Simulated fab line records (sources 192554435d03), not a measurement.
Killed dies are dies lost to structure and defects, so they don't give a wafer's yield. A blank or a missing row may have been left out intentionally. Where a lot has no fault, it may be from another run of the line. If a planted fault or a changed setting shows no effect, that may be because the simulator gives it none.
Lot-split experiment / flow n5-finfet / 21 wafers read from 7 lots, route of 1938 steps

== ON THE SPLIT ==
At N5_WELL_APT_COAT_02 (resist thk 950 nm), the setting spin-rpm was moved away from the recipe's 1357 rpm on 3 of the 21 wafers read, by -6.9% to -5.7%. All remaining wafers had this setting at the recipe value.

The reading is taken at the split's own step.

== THE READING ==
coat_of_WELL_APT_COAT_02.thk-nm (the simulator's own value, which no gauge read), in nm, at N5_WELL_APT_COAT_02 (resist thk 950 nm). The file does not state a usual value for it. Across the 18 wafers here that went through the recipe, the average is 951.5 nm and the standard deviation 1.8 nm.

wafer=L076.3; tool, chamber at the split=litho-track-02, 0; spin-rpm as run, rpm=1357; against the recipe=recipe; coat_of_WELL_APT_COAT_02.thk-nm, nm=950.7; against lot-mates on the recipe=-
wafer=L076.4; tool, chamber at the split=litho-track-02, 0; spin-rpm as run, rpm=1357; against the recipe=recipe; coat_of_WELL_APT_COAT_02.thk-nm, nm=952.7; against lot-mates on the recipe=-
wafer=L076.6; tool, chamber at the split=litho-track-02, 0; spin-rpm as run, rpm=1357; against the recipe=recipe; coat_of_WELL_APT_COAT_02.thk-nm, nm=950; against lot-mates on the recipe=-
wafer=L077.1; tool, chamber at the split=litho-track-04, 0; spin-rpm as run, rpm=1357; against the recipe=recipe; coat_of_WELL_APT_COAT_02.thk-nm, nm=952.9; against lot-mates on the recipe=-
wafer=L077.2; tool, chamber at the split=litho-track-04, 0; spin-rpm as run, rpm=1357; against the recipe=recipe; coat_of_WELL_APT_COAT_02.thk-nm, nm=952.3; against lot-mates on the recipe=-
wafer=L077.6; tool, chamber at the split=litho-track-04, 0; spin-rpm as run, rpm=1357; against the recipe=recipe; coat_of_WELL_APT_COAT_02.thk-nm, nm=948.2; against lot-mates on the recipe=-
wafer=L079.2; tool, chamber at the split=litho-track-04, 0; spin-rpm as run, rpm=1357; against the recipe=recipe; coat_of_WELL_APT_COAT_02.thk-nm, nm=951.1; against lot-mates on the recipe=-
wafer=L079.4; tool, chamber at the split=litho-track-04, 0; spin-rpm as run, rpm=1357; against the recipe=recipe; coat_of_WELL_APT_COAT_02.thk-nm, nm=950.2; against lot-mates on the recipe=-
wafer=L079.6; tool, chamber at the split=litho-track-04, 0; spin-rpm as run, rpm=1357; against the recipe=recipe; coat_of_WELL_APT_COAT_02.thk-nm, nm=951.8; against lot-mates on the recipe=-
wafer=L080.1; tool, chamber at the split=litho-track-05, 0; spin-rpm as run, rpm=1357; against the recipe=recipe; coat_of_WELL_APT_COAT_02.thk-nm, nm=952.7; against lot-mates on the recipe=-
wafer=L080.4; tool, chamber at the split=litho-track-05, 0; spin-rpm as run, rpm=1357; against the recipe=recipe; coat_of_WELL_APT_COAT_02.thk-nm, nm=952.3; against lot-mates on the recipe=-
wafer=L080.5; tool, chamber at the split=litho-track-05, 0; spin-rpm as run, rpm=1357; against the recipe=recipe; coat_of_WELL_APT_COAT_02.thk-nm, nm=950.2; against lot-mates on the recipe=-
wafer=L081.2; tool, chamber at the split=litho-track-02, 0; spin-rpm as run, rpm=1357; against the recipe=recipe; coat_of_WELL_APT_COAT_02.thk-nm, nm=956.4; against lot-mates on the recipe=-
wafer=L081.3; tool, chamber at the split=litho-track-02, 0; spin-rpm as run, rpm=1264; against the recipe=-6.9%; coat_of_WELL_APT_COAT_02.thk-nm, nm=989.1; against lot-mates on the recipe=+32.7
wafer=L081.6; tool, chamber at the split=litho-track-02, 0; spin-rpm as run, rpm=1264; against the recipe=-6.9%; coat_of_WELL_APT_COAT_02.thk-nm, nm=990.3; against lot-mates on the recipe=+33.9
wafer=L084.2; tool, chamber at the split=litho-track-05, 0; spin-rpm as run, rpm=1357; against the recipe=recipe; coat_of_WELL_APT_COAT_02.thk-nm, nm=952.3; against lot-mates on the recipe=-
wafer=L084.4; tool, chamber at the split=litho-track-05, 0; spin-rpm as run, rpm=1357; against the recipe=recipe; coat_of_WELL_APT_COAT_02.thk-nm, nm=949.7; against lot-mates on the recipe=-
wafer=L084.6; tool, chamber at the split=litho-track-05, 0; spin-rpm as run, rpm=1357; against the recipe=recipe; coat_of_WELL_APT_COAT_02.thk-nm, nm=949.6; against lot-mates on the recipe=-
wafer=L085.1; tool, chamber at the split=litho-track-02, 0; spin-rpm as run, rpm=1357; against the recipe=recipe; coat_of_WELL_APT_COAT_02.thk-nm, nm=953.1; against lot-mates on the recipe=-
wafer=L085.3; tool, chamber at the split=litho-track-02, 0; spin-rpm as run, rpm=1280; against the recipe=-5.7%; coat_of_WELL_APT_COAT_02.thk-nm, nm=980.8; against lot-mates on the recipe=+28.9
wafer=L085.6; tool, chamber at the split=litho-track-02, 0; spin-rpm as run, rpm=1357; against the recipe=recipe; coat_of_WELL_APT_COAT_02.thk-nm, nm=950.7; against lot-mates on the recipe=-

FIT RESULTS
A straight line over all 21 wafers: coat_of_WELL_APT_COAT_02.thk-nm changes by -5.47 nm for each +1% of spin-rpm; r = -0.99; the points scatter about the line by 1.8 nm.
The same after taking each lot's own level away (the mean of its wafers on the recipe; 21 wafers): -4.92 nm for each +1%; r = -0.99; scatter 1.3 nm.
On that fit, the largest move of spin-rpm shifts the reading by 34 nm.
The lots' own levels span 950.53 to 956.40 nm, that is 3.3 times the standard deviation above.
Thus the slope moves with the lot-to-lot level: the two fits are different.
Check: +34.3 nm against its lot-mates is what the line predicts for one of the wafers moved furthest among these (-6.9%) when that wafer is left out of the fit. Against them it came out at +32.7 nm.

== THE FILE'S OWN FIT ==
coat_of_WELL_APT_COAT_02.thk-nm changes by -4.96 nm for each +1% of spin-rpm, r = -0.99.
